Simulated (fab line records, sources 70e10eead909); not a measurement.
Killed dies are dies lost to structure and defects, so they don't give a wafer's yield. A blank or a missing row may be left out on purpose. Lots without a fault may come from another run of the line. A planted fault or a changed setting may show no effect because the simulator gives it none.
Which tool did it? | flow nand_harc | 13 lots, 39 wafers sampled, at 5 steps of a route of 1302

WHAT THE GAUGES READ, wafer by wafer
NHARC_THIN_TSV_CD_MEAS_16. Usual: cd_nm 999.1 nm, standard deviation 1.8.
lot  | measured     | on        | cd_nm (nm)           | flag
L368 | day 24 06:20 | cd_sem-01 | 997.8 998.8 998.8    |
L369 | day 24 07:47 | cd_sem-03 | 996.4 997.3 997.1    |
L370 | day 24 17:58 | cd_sem-03 | 1001.9 997.8 997.1   |
L372 | day 25 00:59 | cd_sem-01 | 998.3 999.2 998.7    |
L371 | day 25 11:36 | cd_sem-01 | 996.0 997.3 999.0    |
L373 | day 25 10:24 | cd_sem-03 | 1001.7 999.6 1002.6  |
L374 | day 26 09:20 | cd_sem-03 | 997.8 999.5 1000.7   |
L375 | day 26 18:46 | cd_sem-01 | 999.8 999.1 1000.8   |
L376 | day 26 23:43 | cd_sem-03 | 1000.2 1000.2 996.6  |
L377 | day 27 10:28 | cd_sem-01 | 1000.0 1000.1 1001.2 |
L384 | day 30 23:55 | cd_sem-01 | 998.7 1000.3 999.9   |
L387 | day 31 07:32 | cd_sem-03 | 999.9 996.3 998.4    |
L388 | day 31 14:07 | cd_sem-03 | 997.0 999.3 1001.0   |

NHARC_THIN_TSV_CD_MEAS_37. Usual: cd_nm 5000.4 nm, standard deviation 2.7.
lot  | measured     | on        | cd_nm (nm)           | flag
L368 | day 24 13:02 | cd_sem-02 | 4996.8 4997.7 4999.2 |
L369 | day 24 14:15 | cd_sem-02 | 4994.8 4997.6 4999.9 |
L370 | day 25 00:24 | cd_sem-03 | 5000.4 4999.6 4999.9 |
L372 | day 25 07:23 | cd_sem-01 | 4995.3 5001.5 5002.7 |
L371 | day 25 18:00 | cd_sem-03 | 4994.1 4997.2 4998.7 |
L373 | day 25 16:55 | cd_sem-01 | 5005.4 4999.7 5005.0 |
L374 | day 26 15:43 | cd_sem-01 | 4997.2 5000.9 5000.4 |
L375 | day 27 01:06 | cd_sem-03 | 4999.1 5000.1 4999.4 |
L376 | day 27 05:58 | cd_sem-03 | 5004.7 5003.1 5000.0 |
L377 | day 27 16:48 | cd_sem-01 | 4997.5 4997.7 4998.1 |
L384 | day 31 06:17 | cd_sem-02 | 5002.4 5004.4 5004.6 |
L387 | day 31 13:58 | cd_sem-02 | 5003.7 4998.3 5001.8 |
L388 | day 31 20:23 | cd_sem-03 | 4996.0 5000.3 5000.8 |

NHARC_END_SORT_01. Usual: killed_at_array 56, standard deviation 19; killed_at_other 1.0, standard deviation 1.3; killed_at_periphery 3.8, standard deviation 2.2; killed_dies 61, standard deviation 19; killed_open 3.1, standard deviation 1.9; killed_short 2.3, standard deviation 1.5.
lot  | measured     | on        | killed_at_array | killed_at_other | killed_at_periphery | killed_dies | killed_open | killed_short | flag
L384 | day 31 15:49 | prober-02 | 106 142 132     | 0 0 0           | 5 4 5               | 111 146 137 | 1 5 5       | 3 3 0        | OFF
L387 | day 32 05:02 | prober-01 | 149 137 149     | 0 1 0           | 5 4 3               | 154 142 152 | 4 2 2       | 1 1 1        | OFF

WHICH TOOL RAN EACH LOT (tool, then ch and the chambers of the sampled wafers, then the start)
lot  | NHARC_A_CONTACT_STRIP_83            | NHARC_THIN_TSV_CMP_21
L368 | wet_bench-05 ch 0,2,7, day 22 13:33 | cmp-04 ch 0,1,3, day 24 09:52
L369 | wet_bench-04 ch 3,4,5, day 22 14:57 | cmp-03 ch 0,2,3, day 24 11:15
L370 | wet_bench-04 ch 2,5,6, day 22 23:25 | cmp-03 ch 0,3, day 24 21:29
L372 | wet_bench-04 ch 0,3,7, day 23 09:17 | cmp-03 ch 1,2,3, day 25 04:25
L371 | wet_bench-04 ch 4,5,7, day 23 17:41 | cmp-01 ch 1,2,3, day 25 15:03
L373 | wet_bench-05 ch 1,2,6, day 23 18:06 | cmp-01 ch 0,2,3, day 25 13:52
L374 | wet_bench-05 ch 3,6,7, day 24 18:00 | cmp-01 ch 1,2, day 26 12:40
L375 | wet_bench-04 ch 0,4,7, day 25 01:50 | cmp-04 ch 1,3, day 26 22:11
L376 | wet_bench-05 ch 2,3,4, day 25 07:55 | cmp-04 ch 0,1,2, day 27 03:06
L377 | wet_bench-04 ch 2,5,6, day 25 15:08 | cmp-04 ch 0,1,2, day 27 13:53
L384 | wet_bench-04 ch 0,2,5, day 29 04:35 | cmp-03 ch 1,3, day 31 03:14
L387 | wet_bench-04 ch 4,5,6, day 29 15:52 | cmp-04 ch 0,1,3, day 31 10:54
L388 | wet_bench-05 ch 0,3,6, day 30 00:28 | cmp-04 ch 0,1,2, day 31 17:33
- NHARC_A_CONTACT_STRIP_83: strips in post etch residue remover, time 600 s.
- NHARC_THIN_TSV_CMP_21: polishes, t overpolish 30 s, target thk 2000 nm.

WHAT THE TOOLS THEMSELVES READ (means of the sampled wafers that have a number; where no wafer has one, the mark that the record gives instead)
NHARC_THIN_TSV_CMP_21. Usual: motor_current_A 11.8 A, standard deviation 1.1; overpolish_run_s 30.000 s, standard deviation 0.0096; slurry_filter_dp_kPa 13.51 kPa, standard deviation 0.13; slurry_flow_ml_min 150.0, standard deviation 0.45.
lot  | tool   | motor_current_A (A) | overpolish_run_s (s) | slurry_filter_dp_kPa (kPa) | slurry_flow_ml_min | flag
L368 | cmp-04 | 11.6                | 29.990               | 13.52                      | 150.1              |
L369 | cmp-03 | 11.8                | 30.000               | 13.50                      | 149.9              |
L370 | cmp-03 | 11.5                | 30.001               | 13.49                      | 149.9              |
L372 | cmp-03 | 11.9                | 30.005               | 13.50                      | 150.0              |
L371 | cmp-01 | 11.7                | 30.004               | 13.52                      | 150.3              |
L373 | cmp-01 | 11.1                | 29.990               | 13.66                      | 149.7              |
L374 | cmp-01 | 12.9                | 30.004               | 13.39                      | 150.3              |
L375 | cmp-04 | 11.3                | 29.996               | 13.46                      | 149.9              |
L376 | cmp-04 | 12.2                | 29.997               | 13.37                      | 150.3              |
L377 | cmp-04 | 11.5                | 30.003               | 13.49                      | 150.1              |
L384 | cmp-03 | 12.0                | 30.007               | 13.49                      | 149.9              |
L387 | cmp-04 | 11.7                | 30.011               | 13.64                      | 150.0              |
L388 | cmp-04 | 11.7                | 30.002               | 13.54                      | 150.0              |

THE ANSWER, worked out from the rows above alone
Rule: a lot is off if the mean of its wafers that have a number lies more than 3 standard deviations from the usual mean. A lot without any number at a reading at which 4 lots or more have one is off too. The other lots that the step has rows for count as sound. The gauges are gone through in route order, then the tools' own readings, and for those a lot's mean is taken as printed above. The first step at which some lot is off is used, and at that step the reading that is off furthest; a lot without a number counts as furthest.
Off: L384, L387, at NHARC_END_SORT_01 (killed_at_array). Neither off nor sound, because the step has no rows for them: L368, L369, L370, L372, L371, L373, L374, L375, L376, L377, L388.
A tool fits if, at a process step before that reading, it ran every lot that is off, and no sound lot after the first of them. The gauges at NHARC_END_SORT_01 are tried like those tools. One fits: wet_bench-04 at NHARC_A_CONTACT_STRIP_83. It ran no sound lot before its first lot that is off in this sample, so the start can't be narrowed down.

WHAT THE SIMULATOR HAD PUT IN
Chamber particle source: wet_bench-04, from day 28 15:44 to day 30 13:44, at NHARC_A_CONTACT_STRIP_83. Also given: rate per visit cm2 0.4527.
Lots struck among those shown: L384, L387. The rule above found the same.
